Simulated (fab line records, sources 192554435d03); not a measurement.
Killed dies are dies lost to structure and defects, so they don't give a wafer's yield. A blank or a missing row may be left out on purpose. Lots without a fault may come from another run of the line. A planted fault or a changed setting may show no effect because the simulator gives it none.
Chamber matching | flow n5_finfet | N5_BEOL_M9_CMP_52 on cmp-04: 4 sister chambers
The step polishes, stops on SiCOH lowk, t overpolish 7 s, target thk 140 nm. 16 wafers are shown with their chamber, then 8 later ones without.

WAFERS WITH THEIR CHAMBER
wafer  | chamber | motor_current_A (A) | time_to_endpoint_s (s) | barrier_field_endpoint_s (s)
L076.1 | 0       | 5.4                 | 67                     | 30.0
L076.4 | 3       | 6.8                 | 67                     | 29.4
L076.6 | 0       | 5.6                 | 65                     | 29.4
L077.1 | 1       | 5.9                 | 66                     | 28.5
L077.4 | 3       | 6.7                 | 68                     | 29.4
L077.5 | 2       | 6.3                 | 73                     | 29.8
L080.2 | 1       | 5.7                 | 70                     | 28.1
L080.4 | 2       | 6.1                 | 75                     | 30.4
L080.5 | 3       | 6.5                 | 69                     | 28.8
L082.1 | 3       | 7.0                 | 69                     | 29.3
L082.4 | 2       | 6.3                 | 77                     | 30.7
L082.5 | 1       | 5.8                 | 72                     | 30.8
L084.1 | 1       | 5.8                 | 68                     | 29.0
L084.2 | 0       | 5.7                 | 71                     | 27.9
L084.5 | 3       | 6.8                 | 69                     | 28.1
L087.1 | 3       | 7.0                 | 71                     | 28.9

SIGNATURES (means of the wafers above)
reading                  | chamber 0 | chamber 1 | chamber 2 | chamber 3 | scatter within a chamber
motor_current_A          | 5.567     | 5.800     | 6.233     | 6.800     | 0.151
time_to_endpoint_s       | 67.67     | 69.00     | 75.00     | 68.83     | 2.15
barrier_field_endpoint_s | 29.100    | 29.100    | 30.300    | 28.983    | 0.831
Rule: a wafer's distance from a chamber is the root of the sum, over the readings, of the square of ((its reading less the chamber's mean) divided by the reading's scatter). The wafer belongs to the nearest chamber; if the next one is less than 2 further off, it can't be placed. The scatter: the root of (the sum of the squares of (reading less its chamber's mean) over the shown wafers, divided by (wafers less chambers)).

WAFERS WITHOUT THEIR CHAMBER
wafer  | motor_current_A (A) | time_to_endpoint_s (s) | barrier_field_endpoint_s (s)
L087.4 | 5.7                 | 70                     | 28.7
L087.6 | 5.9                 | 74                     | 29.8
L088.1 | 6.2                 | 76                     | 30.8
L088.4 | 5.7                 | 67                     | 28.6
L088.5 | 5.9                 | 68                     | 29.0
L095.1 | 6.6                 | 69                     | 29.3
L095.3 | 5.8                 | 64                     | 28.6
L095.6 | 6.2                 | 71                     | 29.8

WHICH CHAMBER EACH WENT THROUGH
wafer  | from the rows above          | in truth
L087.4 | can't be placed: 1 or 0      | 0
L087.6 | can't be placed: 2 or 1 or 0 | 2
L088.1 | 2                            | 2
L088.4 | can't be placed: 0 or 1      | 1
L088.5 | can't be placed: 1 or 0      | 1
L095.1 | 3                            | 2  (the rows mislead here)
L095.3 | can't be placed: 0 or 1      | 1
L095.6 | can't be placed: 2 or 1      | 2
Placed correctly: 1 of 8. Can't be placed from these rows: 6 (the true chamber is among the candidates in 6). Placed wrongly: 1.
